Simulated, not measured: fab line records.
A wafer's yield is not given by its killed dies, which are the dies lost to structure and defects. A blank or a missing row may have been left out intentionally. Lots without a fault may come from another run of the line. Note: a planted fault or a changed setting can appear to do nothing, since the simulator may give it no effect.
Matching of chambers -- flow n5_finfet -- rie_diel-03 running N5_BEOL_M11_STRIP_36: 4 sister chambers
The step strips in N2/H2. 20 wafers are shown with their chamber, then 10 later ones without.

== WAFERS, EACH WITH ITS CHAMBER ==
wafer,chamber,drypump_motor_current_A (A),showerhead_plenum_p_Torr (Torr),throttle_valve_pct (%)
L074.1,2,6.3,2.47,23.6
L074.2,3,6.3,2.63,23.5
L074.5,1,6.1,2.63,24.2
L075.1,1,6.1,2.63,24.2
L075.2,2,6.3,2.47,23.6
L075.3,0,5.6,2.47,23.0
L077.4,1,6.1,2.63,24.2
L077.5,2,6.3,2.47,23.6
L077.6,1,6.1,2.63,24.2
L085.1,0,5.6,2.46,23.1
L085.2,3,6.3,2.62,23.5
L085.3,2,6.3,2.46,23.6
L087.2,3,6.3,2.62,23.5
L087.3,2,6.3,2.46,23.6
L087.6,2,6.3,2.46,23.6
L088.2,2,6.3,2.46,23.7
L088.4,1,6.1,2.62,24.3
L088.6,3,6.3,2.61,23.5
L092.3,3,6.4,2.61,23.5
L092.4,1,6.2,2.62,24.2

SIGNATURES, as means of the wafers listed above
reading,chamber 0,chamber 1,chamber 2,chamber 3,scatter within a chamber
drypump_motor_current_A,5.600,6.117,6.300,6.320,0.032
showerhead_plenum_p_Torr,2.4650,2.6267,2.4643,2.6180,0.0063
throttle_valve_pct,23.050,24.217,23.614,23.500,0.037
Rule: a wafer lies at a distance from a chamber equal to the root of the sum of squares, over the readings, of (its reading less the chamber's mean, divided by the reading's scatter). The wafer belongs to the nearest chamber; if the next one is less than 2 further off, it can't be placed. The scatter: take each reading less its chamber's mean, square it, sum over the shown wafers, divide by the number of wafers less the number of chambers, and take the root.

== WAFERS MISSING THEIR CHAMBER ==
wafer,drypump_motor_current_A (A),showerhead_plenum_p_Torr (Torr),throttle_valve_pct (%)
L092.6,6.3,2.46,23.6
L093.1,6.3,2.46,23.6
L093.3,5.6,2.46,23.0
L093.4,6.4,2.61,23.5
L095.2,6.3,2.61,23.5
L095.5,6.3,2.45,23.6
L095.6,6.1,2.61,24.2
L097.1,5.6,2.45,23.1
L097.2,6.3,2.45,23.6
L097.4,6.3,2.60,23.5

== THE CHAMBER EACH PASSED THROUGH ==
wafer,from the rows above,in truth
L092.6,2,2
L093.1,2,2
L093.3,0,0
L093.4,3,3
L095.2,3,3
L095.5,2,2
L095.6,1,1
L097.1,0,0
L097.2,2,2
L097.4,3,3
Placed correctly: 10 of 10. Number that these rows cannot place: 0. Wrongly placed: 0.
